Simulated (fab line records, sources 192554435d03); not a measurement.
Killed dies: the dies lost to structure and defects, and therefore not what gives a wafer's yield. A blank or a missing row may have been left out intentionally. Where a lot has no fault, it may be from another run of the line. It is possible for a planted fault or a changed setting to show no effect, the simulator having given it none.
8D (eight disciplines) problem report, filled in by code || flow n5_finfet || the parts of the form that need people (team, actions taken, sign-off) are left out

## 1. WHAT IS WRONG
spin_speed_rpm at N5_BEOL_M3_COAT_76 reads a mean of 1546.5 rpm on 6 wafers of 2 lots; wafers without a fault read 1500.0 rpm with a standard deviation of 1.1. That puts it +42 standard deviations away from the usual mean.
The step: time 60 s, resist thk 5 nm.
The first sign was on wafer L987.1 at day 9 20:17, on litho_track-03. Wafers with a number at this step in the record: 28, from 10 lots. Rule for "out" (also "out of limits"): further than 4 standard deviations from the usual mean. The other wafers with a number count as sound.

## 2. WHAT IT IS, WHAT IT ISN'T
{"question": "which readings at this step", "is": "spin_speed_rpm", "is not": "plate_temp_C"}
{"question": "which lots", "is": "L987, L991", "is not": "L100, L977, L980, L985, L986, L990, L994, L997"}
{"question": "which wafers of those lots", "is": "all that have a number", "is not": "-"}
{"question": "read on which tools", "is": "litho_track-03", "is not": "litho_track-01, litho_track-05"}
{"question": "when", "is": "from day 9 20:17", "is not": "up to then (11 sound wafers); but 11 sound wafers of L100, L990, L994, L997 came after"}

## 3. THE SUSPECTS, EACH WITH WHAT RULES IT OUT
Counting: a tool at any process step up to the reading remains a suspect when it ran all the lots that are out and ran no sound lot after the first of those.
- litho_track-03 at N5_BEOL_M3_COAT_76 (time 60 s, resist thk 5 nm): kept. It ran every lot that is out, first L987 (day 9 20:17), and no sound lot after that; its last sound lot up to then is L986 (day 9 08:32). Its own readings are out on those wafers: spin_speed_rpm.
Left after counting: litho_track-03 at N5_BEOL_M3_COAT_76.

## 4. THE CAUSE (what the simulator had put in)
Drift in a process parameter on litho_track-03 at N5_BEOL_M3_COAT_76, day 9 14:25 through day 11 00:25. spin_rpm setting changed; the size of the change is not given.
Counting left only this tool.

## 5. THE CHAIN OF EFFECTS, in route order
One row per reading whose mean, taken over the struck wafers that have a number, lies over 3 standard deviations from the usual. Only readings for which the record gives a usual standard deviation are gone through. hours: the time from each lot's start at the first step in this table that gives one to its start at this step, as a median over the lots. sigmas: the change in usual standard deviations.
{"hours": 0, "step": "N5_BEOL_M3_COAT_76", "reading": "spin_speed_rpm", "usual": "1500.0 rpm", "on struck wafers": 1546.5, "change": "+46.5", "sigmas": "+42"}
The process steps in it:
- N5_BEOL_M3_COAT_76: time 60 s, resist thk 5 nm.
At these later measuring or inspecting steps, every struck wafer for which the step has a row has a number for every such reading, and none has moved that far: N5_BEOL_M4_RC_MEAS_101.

## 6. WHAT WOULD HAVE CAUGHT IT SOONER
First out-of-limits reading in this record: day 9 20:17, which is 6 hours after fault onset at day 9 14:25.
